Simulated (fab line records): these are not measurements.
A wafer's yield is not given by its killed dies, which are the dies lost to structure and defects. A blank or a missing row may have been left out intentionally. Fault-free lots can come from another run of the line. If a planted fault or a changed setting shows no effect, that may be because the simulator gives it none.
A struck lot beside a sound one    flow n5Finfet    26 steps out of a route of 1938
Sound: the wafers L771.1, L771.4, L771.5. Struck: wafer L763.5 (left out: L763.4, a lot-mate that was not struck); the cause follows at the end.
For every step that has rows: the tool of each side, followed by ch and its chambers, followed by its first start. Under that, the readings that differ: sound wafers    struck wafers    difference of the means    sigmas: that difference in standard deviations of wafers without a fault.
alike: words and numbers the same on both sides, and readings whose means are apart by under 2 such deviations; not compared: readings that were withheld, readings missing a value for some wafer, numbers with overlapping values and no deviation given by the record, and bounds like >300 which may hide the same value.
A row with sigmas, a row that says differs or no value, or rows on one side alone: a step with any of these is where the two part. Numbers that have no deviation but don't overlap get no sigmas and don't part them. A reading that every wafer of one side lacks parts them only if that side has two wafers or more.

first, 11 steps without rows for these wafers: N5_BEOL_M14_ETCH_59 (etches BARC in N2/H2, target depth 89 nm, overetch 26.7 nm, time 67.9 s); N5_BEOL_M14_VIA_ETCH_16 (etches SiO2 in C4F8/O2/Ar, target depth 1231.3 nm); N5_BEOL_M14_STRIP_63 (strips in O2); N5_BEOL_M14_STRIP_64 (strips in O2); N5_BEOL_M14_STRIP_71 (strips in post etch residue remover, time 60 s); N5_BEOL_M14_SRD_72 (time 30 s, dry time 30 s); N5_BEOL_M14_COAT_65 (time 60 s, resist thk 450 nm); N5_BEOL_M14_COAT_66 (time 60 s, resist thk 110 nm); N5_BEOL_M14_COAT_22 (resist thk 300 nm); N5_BEOL_M14_EBR_24; N5_BEOL_M14_SOFTBAKE_23 (time 60 s).
N5_BEOL_M14_EXPOSE_25: exposes mask M14, target cd 280 nm.
  sound on krfScanner-02 ch 0, day 15 11:22; struck on krfScanner-01 ch 0, day 12 21:38
  alike: mask
then, 3 steps without rows for these wafers: N5_BEOL_M14_PEB_26 (peb time 90 s); N5_BEOL_M14_DEVELOP_27 (develop time 45 s); N5_BEOL_M14_HARDBAKE_32 (time 120 s).
N5_BEOL_M14_CD_MEAS_28 targets a cd of 284.4 nm.
  sound on cdSem-01 ch 0, day 15 11:32; struck on cdSem-01 ch 0, day 12 21:48
reading    sound              struck  difference  sigmas
cdNm (nm)  280.3 281.4 282.2  292.2   +10.9       +7
N5_BEOL_M14_DESCUM_33: chemistry O2, time 7.9 s.
  sound on rieDiel-06 ch 1,2, day 15 12:29; struck on rieDiel-06 ch 0, day 12 21:54
reading                   sound              struck  difference  sigmas
rfVppV (V)                241.6 246.2 245.3  241.3   -3.1        -2
model.BEOL_M14.cdNm (nm)  280.4 281.2 282    292.4   +11.2       
  alike: biasPowerW, drypumpMotorCurrentA, oesProductAu, showerheadPlenumPTorr, throttleValvePct
  not compared: rfHoursCounterH
then, 6 steps without rows for these wafers: N5_BEOL_M14_ETCH_67 (etches SiARC in CF4, target depth 143 nm, time 238.3 s); N5_BEOL_M14_ETCH_68 (etches SOC in N2/H2, time 450 s); N5_BEOL_M14_STRIP_69 (strips in N2/H2); N5_BEOL_M14_TRENCH_ETCH_34 (etches SiO2 in C4F8/O2/Ar, target depth 556.65 nm, time 126.9 s); N5_BEOL_M14_STRIP_70 (strips in C4F8/O2/Ar); N5_BEOL_M14_STRIP_37 (strips in O2).
N5_BEOL_M14_ETCH_38: etches SiCN in CF4/N2, target depth 106.5 nm, time 120.6 s.
  sound: rieDiel-06 ch 0,3; struck: rieDiel-04 ch 3
reading                   sound            struck  difference  sigmas
model.BEOL_M14.cdNm (nm)  276.4 277.2 278  287.6   +10.4       
  alike: drypumpMotorCurrentA, oesProductAu, rfVppV, showerheadPlenumPTorr, throttleValvePct
  not compared: rfHoursCounterH
then, 1 step without rows for these wafers: N5_BEOL_M14_PRECLEAN_39 (cleans in residue remover, time 60 s).
N5_PASSIVATION_PROBE_49:
  sound wafers here have rows in the record (prober-02, day 17 01:44); struck ones have none

== WHERE THEY PART ==
At N5_BEOL_M14_CD_MEAS_28 first; at N5_PASSIVATION_PROBE_49 last (within this record only).

WHY: what had been put in by the simulator
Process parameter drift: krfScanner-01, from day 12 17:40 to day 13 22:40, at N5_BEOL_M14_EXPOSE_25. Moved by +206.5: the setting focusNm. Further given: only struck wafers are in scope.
